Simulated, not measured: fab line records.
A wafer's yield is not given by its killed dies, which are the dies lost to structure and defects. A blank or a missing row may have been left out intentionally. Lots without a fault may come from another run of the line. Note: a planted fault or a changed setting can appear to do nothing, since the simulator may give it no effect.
Which tool was responsible? | flow nand-harc | 12 lots, 36 wafers sampled, at 6 steps of a route of 1302

WHAT EACH GAUGE READ, for each wafer
NHARC_P_GATE_INSPECT_68. Usual: 223 for raw-defect-count, sd 95.
lot  | measured     | on                | raw-defect-count | flag
L682 | day 5 22:38  | defect-inspect-01 | 128 144 258      |
L683 | day 6 13:02  | defect-inspect-01 | 363 122 281      |
L685 | day 7 08:41  | defect-inspect-02 | 152 192 187      |
L686 | day 7 21:20  | defect-inspect-01 | 252 203 171      |
L687 | day 8 06:40  | defect-inspect-02 | 152 166 187      |
L688 | day 8 18:49  | defect-inspect-02 | 159 201 220      |
L689 | day 9 09:47  | defect-inspect-02 | 183 197 164      |
L692 | day 10 12:55 | defect-inspect-02 | 147 126 115      |
L693 | day 10 15:07 | defect-inspect-01 | 223 388 525      |
L700 | day 13 15:40 | defect-inspect-02 | 547 161 231      |
L702 | day 14 11:36 | defect-inspect-02 | 337 169 234      |
L703 | day 15 00:46 | defect-inspect-02 | 210 119 166      |

NHARC_END_SORT_01. Usual: killed-at-array 58, standard deviation 18; killed-at-other 1.0, standard deviation 1.5; killed-at-periphery 4, standard deviation 3.1; killed-dies 64, standard deviation 18; killed-open 3.4, standard deviation 1.9; killed-short 2.7, standard deviation 1.7.
lot  | measured     | on        | killed-at-array | killed-at-other | killed-at-periphery | killed-dies | killed-open | killed-short | flag
L688 | day 27 13:49 | prober-02 | 56 46 59        | 0 2 0           | 5 0 0               | 61 48 59    | 2 3 2       | 2 3 3        |
L700 | day 32 05:26 | prober-02 | 93 85 76        | 0 3 3           | 52 6 3              | 145 94 82   | 1 6 2       | 1 7 0        | OFF

WHAT TOOL EACH LOT RAN ON (gives the tool, then ch and the chambers of the sampled wafers, and finally the start)
lot  | NHARC_P_GATE_STRIP_76                | NHARC_P_GATE_DESCUM_93             | NHARC_P_GATE_PRE_CLEAN_110   | NHARC_P_CONTACT_DEP_00
L682 | plasma-asher-02 ch 0,1, day 5 18:37  | rie-diel-07 ch 0,2, day 5 19:40    | pvd-sputter-02, day 5 21:41  | pecvd-01 ch 1,2, no start
L683 | plasma-asher-01 ch 0,1, day 6 09:02  | rie-diel-05 ch 1,2,3, day 6 10:08  | pvd-sputter-01, day 6 12:08  | pecvd-02 ch 1,2, no start
L685 | plasma-asher-01 ch 1, day 7 04:42    | rie-diel-07 ch 0,2,3, day 7 05:47  | pvd-sputter-03, day 7 07:47  | pecvd-02 ch 0,1, no start
L686 | plasma-asher-02 ch 0,1, day 7 17:22  | rie-diel-07 ch 0,2, day 7 18:26    | pvd-sputter-03, day 7 20:27  | pecvd-03 ch 0,1,2, no start
L687 | plasma-asher-02 ch 0,1, day 8 02:43  | rie-diel-05 ch 0,1,2, day 8 03:41  | pvd-sputter-02, day 8 05:43  | pecvd-02 ch 0,1, no start
L688 | plasma-asher-01 ch 0,1, day 8 14:45  | rie-diel-03 ch 1,2,3, day 8 15:54  | pvd-sputter-01, day 8 17:55  | pecvd-02 ch 0,1, day 27 13:49 or earlier
L689 | plasma-asher-02 ch 0,1, day 9 05:46  | rie-diel-05 ch 0,2,3, day 9 06:50  | pvd-sputter-01, day 9 08:53  | pecvd-03 ch 0,1,2, no start
L692 | plasma-asher-02 ch 0,1, day 10 08:56 | rie-diel-05 ch 0,2,3, day 10 09:54 | pvd-sputter-03, day 10 12:01 | pecvd-01 ch 0,1,2, no start
L693 | plasma-asher-01 ch 0,1, day 10 11:07 | rie-diel-07 ch 0,2,3, day 10 12:13 | pvd-sputter-03, day 10 14:11 | pecvd-01 ch 0,1,2, no start
L700 | plasma-asher-01 ch 0,1, day 13 11:48 | rie-diel-03 ch 0,2,3, day 13 12:44 | pvd-sputter-03, day 13 14:46 | pecvd-02 ch 0,1, day 32 05:26 or earlier
L702 | plasma-asher-01 ch 0,1, day 14 07:37 | rie-diel-03 ch 1,2, day 14 08:42   | pvd-sputter-02, day 14 10:42 | pecvd-02 ch 0,1,2, no start
L703 | plasma-asher-01 ch 0, day 14 20:55   | rie-diel-05 ch 1,2, day 14 21:51   | pvd-sputter-01, day 14 23:51 | pecvd-01 ch 0,1,2, no start
- NHARC_P_GATE_STRIP_76: strips in O2.
- NHARC_P_GATE_DESCUM_93: chemistry O2, time 3 s.
- NHARC_P_GATE_PRE_CLEAN_110: time 30 s.
- NHARC_P_CONTACT_DEP_00: deposits SiO2, target thk 500 nm.

AS READ BY THE TOOLS THEMSELVES (means over the sampled wafers that have a number; for cases with no such wafer, the mark the record gives instead)
NHARC_P_GATE_STRIP_76. Usual: drypump-motor-current-A 5.7 A, standard deviation 0.56; heater-power-w 355 W, standard deviation 37.
lot  | tool            | drypump-motor-current-A (A) | heater-power-w (W) | flag
L682 | plasma-asher-02 | 5.6                         | 397                |
L683 | plasma-asher-01 | 5.5                         | 322                |
L685 | plasma-asher-01 | 5.1                         | 318                |
L686 | plasma-asher-02 | 5.9                         | 381                |
L687 | plasma-asher-02 | 5.6                         | 392                |
L688 | plasma-asher-01 | 5.5                         | 318                |
L689 | plasma-asher-02 | 5.6                         | 388                |
L692 | plasma-asher-02 | 5.9                         | 390                |
L693 | plasma-asher-01 | 5.9                         | 329                |
L700 | plasma-asher-01 | 5.5                         | 318                |
L702 | plasma-asher-01 | 5.9                         | 329                |
L703 | plasma-asher-01 | 6.3                         | 338                |

NHARC_P_GATE_DESCUM_93. Usual: drypump-motor-current-A 5.8 A, standard deviation 0.51; o2-flow-sccm 200.0 sccm, standard deviation 0.65; oes-product-au 1.003 a.u., standard deviation 0.01; rf-vpp-V 57.8 V, standard deviation 0.81; showerhead-plenum-p-Torr 1.91 Torr, standard deviation 0.088; throttle-valve-pct 11.311 %, standard deviation 0.0083.
lot  | tool        | drypump-motor-current-A (A) | o2-flow-sccm (sccm) | oes-product-au (a.u.) | rf-vpp-V (V) | showerhead-plenum-p-Torr (Torr) | throttle-valve-pct (%) | flag
L682 | rie-diel-07 | 5.8                         | 199.4               | 0.993                 | 58.0         | 1.98                            | 11.306                 |
L683 | rie-diel-05 | 6.2                         | 199.6               | 1.002                 | 58.0         | 1.92                            | 11.314                 |
L685 | rie-diel-07 | 5.6                         | 199.9               | 1.009                 | 58.5         | 2.01                            | 11.314                 |
L686 | rie-diel-07 | 5.8                         | 199.9               | 1.012                 | 58.6         | 1.99                            | 11.318                 |
L687 | rie-diel-05 | 5.9                         | 200.0               | 1.004                 | 57.9         | 1.93                            | 11.314                 |
L688 | rie-diel-03 | 5.7                         | 199.6               | 1.006                 | 57.0         | 1.84                            | 11.308                 |
L689 | rie-diel-05 | 5.9                         | 200.2               | 0.996                 | 57.2         | 1.90                            | 11.312                 |
L692 | rie-diel-05 | 5.9                         | 200.0               | 0.996                 | 57.8         | 1.91                            | 11.309                 |
L693 | rie-diel-07 | 5.6                         | 200.2               | 0.991                 | 58.1         | 2.01                            | 11.310                 |
L700 | rie-diel-03 | 5.8                         | 199.3               | 1.002                 | 57.4         | 1.84                            | 11.307                 |
L702 | rie-diel-03 | 5.2                         | 199.5               | 1.009                 | 57.2         | 1.82                            | 11.306                 |
L703 | rie-diel-05 | 6.2                         | 200.4               | 1.005                 | 57.9         | 1.98                            | 11.307                 |

NHARC_P_CONTACT_DEP_00. Usual: heater-power-w 508 W, standard deviation 77; throttle-valve-pct 16.0 %, standard deviation 0.49.
lot  | tool     | heater-power-w (W) | throttle-valve-pct (%) | flag
L682 | pecvd-01 | 568                | 16.3                   |
L683 | pecvd-02 | 494                | 15.9                   |
L685 | pecvd-02 | 526                | 16.0                   |
L686 | pecvd-03 | 516                | 16.1                   |
L687 | pecvd-02 | 505                | 15.9                   |
L688 | pecvd-02 | 515                | 16.0                   |
L689 | pecvd-03 | 523                | 15.3                   |
L692 | pecvd-01 | 570                | 16.2                   |
L693 | pecvd-01 | 537                | 16.2                   |
L700 | pecvd-02 | 458                | 16.2                   |
L702 | pecvd-02 | 482                | 16.2                   |
L703 | pecvd-01 | 567                | 16.0                   |

THE ANSWER, worked out from the rows above alone
Rule: lot off if the mean of its wafers having a number is beyond 3 standard deviations from the usual mean. Also off: a lot with no number at a reading for which 4 or more lots have one. Any other lot the step has rows for is counted as sound. After the gauges, taken in route order, come the tools' own readings; for these a lot's mean is taken, as printed above. The first step at which some lot is off is used, and at that step the reading that is off furthest; a lot without a number counts as furthest.
Off: L700, at NHARC_END_SORT_01 (killed-at-periphery). Neither off nor sound, because the step has no rows for them: L682, L683, L685, L686, L687, L689, L692, L693, L702, L703.
If a tool, at a process step before that reading, ran all the lots that are off and no sound lot after the first of them, it fits. Those tools and the gauges at NHARC_END_SORT_01 are tried in the same way. NHARC_P_CONTACT_DEP_00: start missing for some lots; hours and lot order therefore follow NHARC_END_SORT_01. Can't be told from this: 5 tools fit, plasma-asher-01 at NHARC_P_GATE_STRIP_76, rie-diel-03 at NHARC_P_GATE_DESCUM_93, pvd-sputter-03 at NHARC_P_GATE_PRE_CLEAN_110, pecvd-02 at NHARC_P_CONTACT_DEP_00, prober-02 at NHARC_END_SORT_01.

WHAT THE SIMULATOR PUT IN
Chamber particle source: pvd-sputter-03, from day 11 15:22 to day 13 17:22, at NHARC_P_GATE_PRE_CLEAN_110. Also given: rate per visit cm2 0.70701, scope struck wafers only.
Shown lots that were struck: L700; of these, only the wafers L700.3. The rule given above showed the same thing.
